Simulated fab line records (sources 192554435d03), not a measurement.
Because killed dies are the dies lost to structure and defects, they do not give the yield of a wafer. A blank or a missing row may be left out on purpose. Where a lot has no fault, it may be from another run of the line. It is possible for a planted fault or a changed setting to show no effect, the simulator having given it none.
Struck lot and sound lot, side by side | flow n5_finfet | 36 steps out of a route of 1938
Sound: wafers L892.1, L892.4, L892.6. Struck: wafers L903.2, L903.4, L903.5. The cause is named last.
Per side, at each step with rows, come the tool, then ch with its chambers, and then its first start. Under that, the readings that differ: sound wafers | struck wafers | difference of the means | sigmas: that difference in standard deviations of wafers without a fault.
alike: a reading whose means differ by less than 2 such deviations, as well as words and numbers matching on both sides. not compared: withheld readings; readings where some wafer has no value; bounds like >300 that might hide an equal value; numbers whose values overlap and for which the record gives no deviation.
Wherever a step has rows on one side only, a row that says differs or no value, or a row with sigmas, the two part there. Numbers that don't overlap but have no deviation are shown without sigmas and don't part them. A reading that every wafer of one side lacks parts them only if that side has two wafers or more.

first, 9 steps without rows for these wafers: N5_BEOL_M4_ANNEAL_95 (time 240 s); N5_BEOL_M4_SPUTTER_96 (material Cu, target thk 4.5 nm, time 8.29 s); N5_BEOL_M4_ECD_50 (material Cu, target thk 300 nm); N5_BEOL_M4_ANNEAL_51 (time 90 s); N5_BEOL_M4_CMP_52 (polishes, stops on SiOC, t overpolish 6.8 s, target thk 40 nm); N5_BEOL_M4_PRE_CLEAN_60 (time 15 s); N5_BEOL_M4_CO_CAP_55 (material Co, precursor CCTBA/H2, target thk 2 nm, time 102.1 s); N5_BEOL_M4_PRE_CLEAN_56 (time 15 s); N5_BEOL_M4_DEP_57 (deposits SiCN from 3MS/NH3, target thk 8 nm, time 14 s).
N5_BEOL_M4_RC_MEAS_101:
  sound on prober-02 ch 0, day 10 20:44; struck on prober-02 ch 0, day 13 16:05
  alike: DIBL_N, DIBL_P, IOFF_N, IOFF_P, ION_N, ION_P, SS_N, SS_P, VT_N, VT_P
then, 24 steps without rows for these wafers: N5_BEOL_M5_ILD_DEP_00 (deposits SiCOH lowk from DEMS/porogen, target thk 140.64 nm, time 25.9 s); N5_BEOL_M5_CURE_79 (cures SiCOH lowk, time 240 s); N5_BEOL_M5_PECVD_70 (deposits SiO2 from TEOS/O2, target thk 16 nm, time 18 s); N5_BEOL_M5_HM_DEP_02 (deposits TiN, target thk 20 nm); N5_BEOL_M5_COAT_59 (time 60 s, resist thk 60 nm); N5_BEOL_M5_COAT_60 (time 60 s, resist thk 12 nm); N5_BEOL_M5_COAT_71 (time 60 s, resist thk 5 nm); N5_BEOL_M5_COAT_05 (resist thk 30 nm); N5_BEOL_M5_EBR_07; N5_BEOL_M5_SOFTBAKE_06 (time 60 s); N5_BEOL_M5_EXPOSE_08 (exposes mask M5, target cd 28 nm); N5_BEOL_M5_PEB_09 (peb time 60 s); N5_BEOL_M5_DEVELOP_10 (develop time 30 s); N5_BEOL_M5_DESCUM_16 (chemistry O2, time 7 s); N5_BEOL_M5_ETCH_72 (etches underlayer in N2/H2, target depth 6.5 nm, time 5.2 s); N5_BEOL_M5_ETCH_61 (etches SiARC in CF4, target depth 15.6 nm, time 26 s); N5_BEOL_M5_ETCH_62 (etches SOC in N2/H2, target depth 75 nm, overetch 15 nm, time 112.5 s); N5_BEOL_M5_STRIP_63 (strips in N2/H2); N5_BEOL_M5_STRIP_73 (strips in N2/H2); N5_BEOL_M5_STRIP_64 (strips in CF4); N5_BEOL_M5_HM_OPEN_17 (chemistry Cl2/BCl3, target TiN, target depth 20 nm, overetch 6 nm); N5_BEOL_M5_STRIP_19 (strips in O2); N5_BEOL_M5_COAT_65 (time 60 s, resist thk 60 nm); N5_BEOL_M5_COAT_66 (time 60 s, resist thk 12 nm).
-- a jump in the record: the struck wafers' starts before and after are 3 days apart (it breaks off in module BEOL_M5 and resumes in module BEOL_M11, where the first step shown is number 1575 of the route) --
N5_BEOL_M11_VIA_ETCH_34: etches SiCOH lowk in C4F6/O2, target depth 184.5 nm, time 69.2 s.
  sound on rie_diel-05 ch 0,3, day 13 07:23; struck on rie_diel-01 ch 2,3, day 16 09:47
  no value came back on the struck wafers for any of 8 readings (C4F6_flow_sccm (sccm), O2_flow_sccm (sccm) and others); on the sound wafers C4F6_flow_sccm (sccm) reads 10.03 9.99 9.99
  reading                                     | sound        | struck            | difference | sigmas
  model.SiARC_of_BEOL_M11_COAT_64.thk_nm (nm) | 0 0 0        | 22.6 22.4 22.6    | +22.5      |
  model.SOC_of_BEOL_M11_COAT_63.thk_nm (nm)   | 91.6 91.8 92 | 100.6 100.2 100.4 | +8.6       |
  not compared: rf_hours_counter_h
N5_PASSIVATION_PROBE_49:
  the record has rows for the struck wafers here (prober-02, day 18 08:53) and none for the sound ones

WHERE THEY PART
First at N5_BEOL_M11_VIA_ETCH_34; last, within this record, at N5_PASSIVATION_PROBE_49.

WHY: the cause the simulator had injected
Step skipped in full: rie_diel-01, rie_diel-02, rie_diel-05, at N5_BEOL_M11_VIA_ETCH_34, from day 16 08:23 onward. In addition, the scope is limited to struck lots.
